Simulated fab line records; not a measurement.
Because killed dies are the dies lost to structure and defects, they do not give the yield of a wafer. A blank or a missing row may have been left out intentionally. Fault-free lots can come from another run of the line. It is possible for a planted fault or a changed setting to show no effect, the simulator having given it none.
The tool behind it: which one?    flow n5 finfet    Sampling: 22 lots, 66 wafers, 6 of 1938 route steps

WHAT EACH GAUGE READ, for each wafer
N5_BEOL_M0_SAQP_INSPECT_16: inspects for defects (brightfield). Usual: raw defect count reads 464 (standard deviation 120).
lot   measured      on                 raw defect count  flag
L074  day 5 10:40   defect inspect-01  548 453 500       
L075  day 5 16:44   defect inspect-02  342 372 322       
L076  day 6 01:46   defect inspect-02  385 403 490       
L077  day 6 07:31   defect inspect-01  503 517 404       
L078  day 6 13:13   defect inspect-01  628 481 581       
L079  day 6 16:16   defect inspect-01  393 400 256       
L081  day 7 07:44   defect inspect-02  470 504 393       
L082  day 7 09:41   defect inspect-02  318 467 473       
L084  day 8 01:35   defect inspect-02  403 531 586       
L086  day 8 10:18   defect inspect-01  369 342 337       
L085  day 8 12:43   defect inspect-02  350 447 462       
L087  day 8 16:38   defect inspect-01  384 598 585       
L088  day 9 02:58   defect inspect-01  399 284 262       
L089  day 9 08:03   defect inspect-02  384 382 365       
L090  day 9 10:19   defect inspect-01  389 416 405       
L091  day 9 13:37   defect inspect-01  614 600 526       
L092  day 9 22:34   defect inspect-02  615 679 484       
L093  day 10 03:38  defect inspect-02  693 485 416       
L094  day 10 08:53  defect inspect-02  287 428 510       
L095  day 10 18:50  defect inspect-02  603 404 607       
L097  day 11 06:13  defect inspect-01  502 383 452       
L096  day 11 09:17  defect inspect-02  405 428 407       

N5_BEOL_M0_CUTY_CD_MEAS_57: target cd 200 nm. Usual: cd nm reads 199.8 nm (standard deviation 0.9).
lot   measured      on         cd nm (nm)         flag
L074  day 5 16:20   cd sem-02  198.3 200.5 200.0  
L075  day 5 22:21   cd sem-01  198.9 198.3 198.8  
L076  day 6 07:19   cd sem-01  199.2 199.4 199.1  
L077  day 6 12:36   cd sem-03  200.0 198.9 199.5  
L078  day 6 18:21   cd sem-02  198.6 198.9 198.3  
L079  day 6 21:47   cd sem-01  199.2 199.9 199.9  
L081  day 7 12:48   cd sem-02  199.6 201.3 200.8  
L082  day 7 15:09   cd sem-01  200.5 200.6 200.5  
L084  day 8 07:08   cd sem-01  197.7 197.8 199.3  
L086  day 8 18:58   cd sem-03  200.5 200.2 201.3  
L085  day 8 22:26   cd sem-02  200.3 200.8 200.7  
L087  day 9 01:55   cd sem-02  199.1 199.5 198.2  
L088  day 9 08:31   cd sem-03  198.9 199.3 198.2  
L089  day 9 14:25   cd sem-03  200.0 199.9 199.9  
L090  day 9 16:30   cd sem-01  200.0 200.6 201.1  
L091  day 9 19:17   cd sem-03  201.4 200.2 200.6  
L092  day 10 03:50  cd sem-02  200.3 200.7 200.4  
L093  day 10 10:02  cd sem-01  199.9 201.1 200.4  
L094  day 10 14:35  cd sem-02  199.1 199.4 199.8  
L095  day 11 01:01  cd sem-03  199.6 199.2 198.5  
L097  day 11 12:23  cd sem-02  200.2 200.1 199.2  
L096  day 11 16:48  cd sem-02  200.2 200.6 200.9  

EACH LOT AND THE TOOL THAT RAN IT (in order: tool; ch and the chambers of the sampled wafers; start)
lot   N5_MOL_CONTACT_COAG_ETCH_47         N5_MOL_CONTACT_COAG_CMP_52     N5_BEOL_M0_SAQP_PECVD_04         N5_BEOL_M0_SAQP_STRIP_75
L074  rie diel-01 ch 1,3, day 5 03:26     cmp-01 ch 0,2,3, day 5 05:58   pecvd-02 ch 0,1, day 5 10:08     rie diel-05 ch 0,2,3, day 5 15:56
L075  rie diel-06 ch 1,2, day 5 09:58     cmp-01 ch 0,1, day 5 12:09     pecvd-04 ch 0,2, day 5 16:14     rie diel-05 ch 0,1,2, day 5 22:05
L076  rie diel-01 ch 0,1,2, day 5 17:02   cmp-03 ch 1,2,3, day 5 19:12   pecvd-01 ch 0,1,2, day 6 01:05   rie diel-04 ch 0,1,3, day 6 06:55
L077  rie diel-02 ch 0,2, day 5 23:18     cmp-03 ch 0,1,3, day 6 01:17   pecvd-02 ch 1,2, day 6 07:00     rie diel-04 ch 1,2,3, day 6 12:20
L078  rie diel-06 ch 0,1,3, day 6 05:23   cmp-03 ch 0,1,3, day 6 07:43   pecvd-02 ch 0,1, day 6 12:43     rie diel-04 ch 2,3, day 6 18:05
L079  rie diel-01 ch 0,1,2, day 6 08:35   cmp-03 ch 0,2, day 6 10:35     pecvd-02 ch 0,2, day 6 15:37     rie diel-05 ch 1,2,3, day 6 21:31
L081  rie diel-02 ch 0,2, day 6 23:26     cmp-02 ch 0,3, day 7 01:59     pecvd-04 ch 0,1,2, day 7 07:13   rie diel-04 ch 1,2, day 7 12:32
L082  rie diel-02 ch 1,2,3, day 7 02:23   cmp-03 ch 1,2,3, day 7 04:22   pecvd-02 ch 0,1, day 7 09:11     rie diel-05 ch 0,2,3, day 7 14:46
L084  rie diel-02 ch 0,2,3, day 7 17:31   cmp-03 ch 0,1,2, day 7 20:10   pecvd-02 ch 1,2, day 8 00:57     rie diel-03 ch 0,2,3, day 8 06:44
L086  rie diel-01 ch 1,2,3, day 8 02:23   cmp-03 ch 0,2,3, day 8 04:47   pecvd-01 ch 0,1, day 8 09:47     rie diel-04 ch 0,2,3, day 8 18:41
L085  rie diel-01 ch 1,2,3, day 8 05:44   cmp-02 ch 0,2,3, day 8 07:46   pecvd-04 ch 1,2, day 8 12:13     rie diel-03 ch 1,2,3, day 8 22:02
L087  rie diel-06 ch 0,1,3, day 8 08:14   cmp-03 ch 0,1,3, day 8 11:45   pecvd-02 ch 0,1, day 8 16:00     rie diel-04 ch 0,1, day 9 01:31
L088  rie diel-01 ch 0,1,2, day 8 20:05   cmp-01 ch 0,3, day 8 22:28     pecvd-02 ch 0,1, day 9 02:28     rie diel-04 ch 0,3, day 9 08:08
L089  rie diel-02 ch 0,3, day 8 23:32     cmp-02 ch 0,3, day 9 01:31     pecvd-02 ch 0,2, day 9 07:25     rie diel-05 ch 1,2, day 9 14:02
L090  rie diel-01 ch 0,1,3, day 9 03:20   cmp-01 ch 0,1,2, day 9 05:46   pecvd-04 ch 0,1,2, day 9 09:48   rie diel-04 ch 0,1,2, day 9 16:14
L091  rie diel-06 ch 1,2,3, day 9 06:43   cmp-01 ch 0,2,3, day 9 08:49   pecvd-01 ch 1,2, day 9 12:59     rie diel-03 ch 0,1,2, day 9 18:53
L092  rie diel-06 ch 2,3, day 9 14:07     cmp-03 ch 0,1,2, day 9 16:15   pecvd-02 ch 1,2, day 9 21:56     rie diel-05 ch 0,1,3, day 10 03:34
L093  rie diel-01 ch 0,1,3, day 9 19:52   cmp-01 ch 1,2,3, day 9 21:52   pecvd-01 ch 1,2, day 10 02:56    rie diel-04 ch 0,1,2, day 10 09:39
L094  rie diel-02 ch 1,3, day 10 02:12    cmp-01 ch 1,2,3, day 10 04:15  pecvd-01 ch 0,2, day 10 08:23    rie diel-03 ch 0,1,3, day 10 14:12
L095  rie diel-02 ch 1,2,3, day 10 10:49  cmp-02 ch 0,1,2, day 10 12:52  pecvd-04 ch 0,1,2, day 10 18:20  rie diel-04 ch 0,1,3, day 11 00:37
L097  rie diel-02 ch 1,2, day 10 22:40    cmp-02 ch 0,1,2, day 11 00:57  pecvd-02 ch 0,2, day 11 05:31    rie diel-04 ch 1,2, day 11 11:59
L096  rie diel-01 ch 0,3, day 10 23:18    cmp-03 ch 0,3, day 11 01:17    pecvd-01 ch 0,1,2, day 11 08:38  rie diel-04 ch 1,2, day 11 16:25
- N5_MOL_CONTACT_COAG_ETCH_47: etches SiNx in CH3F/O2, stops on W, target depth 27 nm.
- N5_MOL_CONTACT_COAG_CMP_52: polishes, stops on SiO2, t overpolish 1.5 s, target thk 66.5 nm.
- N5_BEOL_M0_SAQP_PECVD_04: deposits a-Si from SiH4/He, target thk 60 nm, time 60.2 s.
- N5_BEOL_M0_SAQP_STRIP_75: strips in CF4.

AS READ BY THE TOOLS THEMSELVES (means over the sampled wafers that have a number; for cases with no such wafer, the mark the record gives instead)
N5_MOL_CONTACT_COAG_ETCH_47. Usual: CH3F_flow_sccm 30.01 sccm, standard deviation 0.088; chamber pressure mTorr 30.004 mTorr, standard deviation 0.029; drypump motor current A 5.7 A, standard deviation 0.35; etch rf on time s 30.9 s, standard deviation 0.39; mfc ar sccm 150.0 sccm, standard deviation 0.44; oes product au 0.72 a.u., standard deviation 0.092; rf vpp V 297.5 V, standard deviation 2.1; showerhead plenum p Torr 1.99 Torr, standard deviation 0.059; throttle valve pct 16.24 %, standard deviation 0.27.
lot   tool         CH3F_flow_sccm (sccm)  chamber pressure mTorr (mTorr)  drypump motor current A (A)  etch rf on time s (s)  mfc ar sccm (sccm)  oes product au (a.u.)  rf vpp V (V)  showerhead plenum p Torr (Torr)  throttle valve pct (%)  flag
L074  rie diel-01  29.97                  30.009                          5.8                          31.2                   150.2               0.64                   299.8         1.99                             16.68                   
L075  rie diel-06  29.95                  30.004                          5.6                          31.3                   150.3               0.65                   296.0         1.99                             16.33                   
L076  rie diel-01  30.07                  30.009                          5.5                          31.1                   150.4               0.68                   297.8         1.97                             16.43                   
L077  rie diel-02  29.99                  30.032                          5.8                          30.2                   149.9               0.78                   298.4         2.00                             16.04                   
L078  rie diel-06  29.99                  29.995                          5.7                          31.1                   149.8               0.68                   295.4         2.01                             16.27                   
L079  rie diel-01  29.95                  29.990                          5.5                          31.1                   149.9               0.68                   298.0         1.97                             16.43                   
L081  rie diel-02  29.98                  29.993                          5.8                          30.1                   149.8               0.77                   297.6         2.00                             16.07                   
L082  rie diel-02  30.05                  30.016                          5.6                          30.5                   149.9               0.77                   297.2         2.00                             16.11                   
L084  rie diel-02  30.00                  29.996                          5.6                          30.8                   149.8               0.70                   299.4         2.04                             16.16                   
L086  rie diel-01  29.98                  30.012                          5.9                          30.9                   150.0               0.76                   297.6         1.97                             16.27                   
L085  rie diel-01  30.05                  30.002                          5.9                          31.0                   149.6               0.75                   298.8         1.97                             16.28                   
L087  rie diel-06  29.99                  30.000                          5.7                          31.0                   149.7               0.67                   295.2         2.00                             16.31                   
L088  rie diel-01  29.98                  30.006                          5.5                          31.2                   149.8               0.76                   298.5         1.96                             16.29                   
L089  rie diel-02  30.04                  30.018                          5.4                          30.9                   149.7               0.65                   298.9         2.08                             16.24                   
L090  rie diel-01  29.98                  30.027                          5.7                          30.6                   149.9               0.78                   299.3         1.97                             16.37                   
L091  rie diel-06  30.06                  30.026                          5.8                          31.0                   149.8               0.69                   295.2         1.95                             16.28                   
L092  rie diel-06  30.09                  29.985                          6.0                          30.9                   150.2               0.68                   293.6         1.91                             16.35                   
L093  rie diel-01  30.04                  30.007                          5.7                          31.0                   150.1               0.77                   298.8         1.97                             16.37                   
L094  rie diel-02  29.96                  29.975                          5.7                          30.8                   149.9               0.74                   295.9         2.00                             16.18                   
L095  rie diel-02  30.01                  29.998                          5.6                          30.6                   150.4               0.73                   296.6         1.99                             16.18                   
L097  rie diel-02  29.92                  29.981                          5.8                          31.1                   150.5               0.77                   294.8         1.95                             16.10                   
L096  rie diel-01  29.87                  30.003                          5.6                          30.8                   149.7               0.82                   297.7         1.95                             16.16                   

N5_MOL_CONTACT_COAG_CMP_52. Usual: motor current A 12.4 A, standard deviation 0.99; overpolish run s 1.501 s, standard deviation 0.0089; pad life wafers 878, standard deviation 580; time to endpoint s 12.8 s, standard deviation 1.9.
lot   tool    motor current A (A)  overpolish run s (s)  pad life wafers  time to endpoint s (s)  flag
L074  cmp-01  12.5                 1.502                 1232             16.9                    
L075  cmp-01  12.4                 1.500                 1284             14.3                    
L076  cmp-03  13.3                 1.500                 206              12.4                    
L077  cmp-03  13.3                 1.504                 248              11.4                    
L078  cmp-03  13.2                 1.492                 284              12.6                    
L079  cmp-03  11.6                 1.506                 308              12.0                    
L081  cmp-02  12.9                 1.500                 462              13.0                    
L082  cmp-03  12.5                 1.508                 476              11.2                    
L084  cmp-03  12.3                 1.490                 620              13.3                    
L086  cmp-03  12.1                 1.502                 698              14.5                    
L085  cmp-02  12.1                 1.496                 656              13.7                    
L087  cmp-03  12.9                 1.500                 764              10.7                    
L088  cmp-01  12.6                 1.500                 1844             12.6                    
L089  cmp-02  12.9                 1.503                 781              12.5                    
L090  cmp-01  12.7                 1.493                 1897             14.0                    
L091  cmp-01  12.7                 1.497                 1916             11.1                    
L092  cmp-03  12.5                 1.501                 992              13.8                    
L093  cmp-01  12.4                 1.500                 2012             13.1                    
L094  cmp-01  12.4                 1.493                 2                15.5                    
L095  cmp-02  11.5                 1.497                 1063             10.8                    
L097  cmp-02  11.4                 1.497                 1142             11.6                    
L096  cmp-03  12.2                 1.491                 1279             12.3                    

N5_BEOL_M0_SAQP_PECVD_04. Usual: heater power w 577 W, standard deviation 69; showerhead plenum p Torr 5.64 Torr, standard deviation 0.056; susceptor temp C 350.04 C, standard deviation 0.23; throttle valve pct 18.3 %, standard deviation 1.1.
lot   tool      heater power w (W)  showerhead plenum p Torr (Torr)  susceptor temp C (C)  throttle valve pct (%)  flag
L074  pecvd-02  648                 5.63                             349.95                17.8                    
L075  pecvd-04  563                 5.72                             350.01                17.9                    
L076  pecvd-01  545                 5.58                             350.09                19.5                    
L077  pecvd-02  588                 5.64                             349.72                17.8                    
L078  pecvd-02  660                 5.63                             350.00                17.8                    
L079  pecvd-02  512                 5.67                             349.79                17.8                    
L081  pecvd-04  560                 5.67                             350.24                18.2                    
L082  pecvd-02  663                 5.63                             350.21                17.8                    
L084  pecvd-02  647                 5.63                             350.06                18.0                    
L086  pecvd-01  584                 5.62                             349.96                20.3                    
L085  pecvd-04  576                 5.68                             349.94                16.9                    
L087  pecvd-02  583                 5.66                             350.13                17.8                    
L088  pecvd-02  619                 5.65                             350.17                17.8                    
L089  pecvd-02  565                 5.68                             350.13                18.1                    
L090  pecvd-04  578                 5.66                             350.01                18.1                    
L091  pecvd-01  532                 5.61                             350.07                19.2                    
L092  pecvd-02  604                 5.65                             350.01                18.0                    
L093  pecvd-01  573                 5.60                             350.05                19.2                    
L094  pecvd-01  596                 5.56                             350.21                19.6                    
L095  pecvd-04  537                 5.65                             349.99                18.1                    
L097  pecvd-02  536                 5.67                             349.94                18.2                    
L096  pecvd-01  570                 5.58                             350.11                19.4                    

N5_BEOL_M0_SAQP_STRIP_75. Usual: chamber pressure mTorr 50.00 mTorr, standard deviation 0.047; drypump motor current A 5.9 A, standard deviation 0.43; oes product au 0.176 a.u., standard deviation 0.013; rf vpp V 271.7 V, standard deviation 1.3; showerhead plenum p Torr 1.82 Torr, standard deviation 0.045; throttle valve pct 13.61 %, standard deviation 0.16.
lot   tool         chamber pressure mTorr (mTorr)  drypump motor current A (A)  oes product au (a.u.)  rf vpp V (V)  showerhead plenum p Torr (Torr)  throttle valve pct (%)  flag
L074  rie diel-05  50.04                           5.6                          0.185                  272.6         1.85                             13.64                   
L075  rie diel-05  49.97                           5.6                          0.178                  272.6         1.85                             13.71                   
L076  rie diel-04  49.99                           6.0                          0.185                  272.5         1.83                             13.52                   
L077  rie diel-04  49.98                           6.4                          0.172                  271.6         1.79                             13.61                   
L078  rie diel-04  50.06                           6.4                          0.166                  271.6         1.79                             13.54                   
L079  rie diel-05  49.97                           5.7                          0.175                  272.9         1.87                             13.66                   
L081  rie diel-04  50.04                           6.3                          0.173                  270.8         1.80                             13.69                   
L082  rie diel-05  49.94                           5.5                          0.184                  272.1         1.85                             13.66                   
L084  rie diel-03  49.97                           5.8                          0.170                  271.0         1.78                             13.63                   
L086  rie diel-04  50.04                           6.1                          0.177                  271.3         1.82                             13.50                   
L085  rie diel-03  50.01                           5.7                          0.177                  271.5         1.77                             13.54                   
L087  rie diel-04  49.98                           5.7                          0.188                  273.0         1.86                             13.50                   
L088  rie diel-04  49.96                           5.8                          0.182                  271.7         1.85                             13.42                   
L089  rie diel-05  50.02                           5.8                          0.168                  271.6         1.86                             13.77                   
L090  rie diel-04  49.98                           6.0                          0.179                  271.2         1.82                             13.58                   
L091  rie diel-03  50.00                           6.0                          0.178                  269.9         1.77                             13.55                   
L092  rie diel-05  50.06                           5.6                          0.185                  273.4         1.85                             13.64                   
L093  rie diel-04  50.03                           6.0                          0.174                  271.0         1.82                             13.60                   
L094  rie diel-03  50.02                           6.0                          0.172                  270.5         1.77                             13.63                   
L095  rie diel-04  50.03                           6.0                          0.175                  272.6         1.82                             13.59                   
L097  rie diel-04  50.02                           6.4                          0.169                  270.9         1.78                             13.71                   
L096  rie diel-04  50.01                           6.4                          0.166                  271.1         1.78                             13.71                   

THE ANSWER, worked out from the rows above alone
Rule: take the mean of a lot's wafers that have a number; if it is more than 3 standard deviations from the usual mean, the lot is off. A lot without any number at a reading at which 4 lots or more have one is off too. Where the step has rows for the other lots, those lots are counted as sound. Order of review: gauges by route order, followed by the tools' own readings, for which a lot's mean as printed above is used. At the first step where some lot is off, the reading lying furthest off is the one used; lots without a number count as furthest.
No lot is off at any reading shown: from this, nothing can be told.

WHAT THE SIMULATOR HAD PUT IN
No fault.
